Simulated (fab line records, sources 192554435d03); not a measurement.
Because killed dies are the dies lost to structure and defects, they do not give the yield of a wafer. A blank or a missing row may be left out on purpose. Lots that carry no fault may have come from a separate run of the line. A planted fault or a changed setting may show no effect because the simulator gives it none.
Split-lot trial | flow n5_finfet | 7 lots, 21 wafers read, on a route of 1938 steps

## THE SPLIT ITSELF
At N5_BEOL_M1_ETCH_64 (etches SOC in N2/H2, target depth 75 nm, overetch 15 nm, time 112.5 s), the setting bias_w was moved away from the recipe's 150 W on 7 of the 21 wafers read, by -5.9% to +9.9%. All remaining wafers had this setting at the recipe value.

Reading taken at the split's own step.

## THE READING
rf_vpp_V, in V, at N5_BEOL_M1_ETCH_64 (etches SOC in N2/H2, target depth 75 nm, overetch 15 nm, time 112.5 s). On this fab line, fault-free wafers typically give 523.9 V with a standard deviation of 2.6 V.

wafer  | tool, chamber at the split | bias_w as run, W | against the recipe | rf_vpp_V, V | against lot-mates on the recipe
L075.2 | rie_diel-02, 1             | 150              | recipe             | 528.6       | -
L075.3 | rie_diel-02, 3             | 150              | recipe             | 521.6       | -
L075.6 | rie_diel-02, 3             | 150              | recipe             | 520.2       | -
L079.1 | rie_diel-03, 2             | 164.8            | +9.9%              | 559.3       | no lot-mate on the recipe
L079.2 | rie_diel-03, 1             | 164.8            | +9.9%              | 557.2       | no lot-mate on the recipe
L079.5 | rie_diel-03, 3             | 164.8            | +9.9%              | 557.9       | no lot-mate on the recipe
L085.1 | rie_diel-02, 0             | 150              | recipe             | 523.3       | -
L085.4 | rie_diel-02, 3             | 150              | recipe             | 520.8       | -
L085.5 | rie_diel-02, 3             | 150              | recipe             | 519.5       | -
L087.2 | rie_diel-02, 1             | 150              | recipe             | 526.8       | -
L087.5 | rie_diel-02, 0             | 150              | recipe             | 523.6       | -
L087.6 | rie_diel-02, 1             | 150              | recipe             | 528.3       | -
L088.2 | rie_diel-03, 2             | 160.1            | +6.7%              | 548.3       | +21.8
L088.4 | rie_diel-03, 0             | 160.1            | +6.7%              | 547.3       | +20.8
L088.5 | rie_diel-03, 2             | 150              | recipe             | 526.5       | -
L092.1 | rie_diel-06, 1             | 150              | recipe             | 524.4       | -
L092.2 | rie_diel-06, 2             | 141.2            | -5.9%              | 499.8       | -24.6
L092.5 | rie_diel-06, 3             | 141.2            | -5.9%              | 502.9       | -21.5
L097.2 | rie_diel-02, 1             | 150              | recipe             | 527.4       | -
L097.3 | rie_diel-02, 3             | 150              | recipe             | 519.8       | -
L097.4 | rie_diel-02, 2             | 150              | recipe             | 523.8       | -

THE FIT
A straight line over all 21 wafers: rf_vpp_V changes by +3.56 V for each +1% of bias_w; r = +0.99; the points scatter about the line by 2.8 V.
The same after taking each lot's own level away (the mean of its wafers on the recipe; 18 wafers): +3.5 V for each +1%; r = +0.97; scatter 2.6 V.
That fit puts the effect of the largest move of bias_w on the reading at 35 V.
The lots' own levels span 521.20 to 526.50 V, that is 2.0 times the standard deviation above.
Hence the lot-to-lot level has little effect on the slope; both slopes agree.
Check: with one of the wafers moved furthest among these (+6.7%) left out of the fit, the line predicts +23.6 V for it against its lot-mates. Against them it came out at +21.8 V.
Tool readings at the split's step, against how far the setting was moved: rf_vpp_V r = +0.99.

## ADDITIONAL SPLITS CARRIED BY THESE WAFERS
Note: prior to the reading, these wafers also went through further splits. Each is held against what the fit with the lots' levels taken away leaves over:
other split on the same wafers | wafers away from the commonest value | r with rf_vpp_V (lot level and that fit taken away)
N5_BEOL_M0_ETCH_128 source_w   | 6                                    | -0.04
N5_BEOL_M1_ETCH_74 bias_w      | 9                                    | -0.09

## THE FILE'S OWN FIT
rf_vpp_V changes by +3.5 V for each +1% of bias_w, r = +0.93.
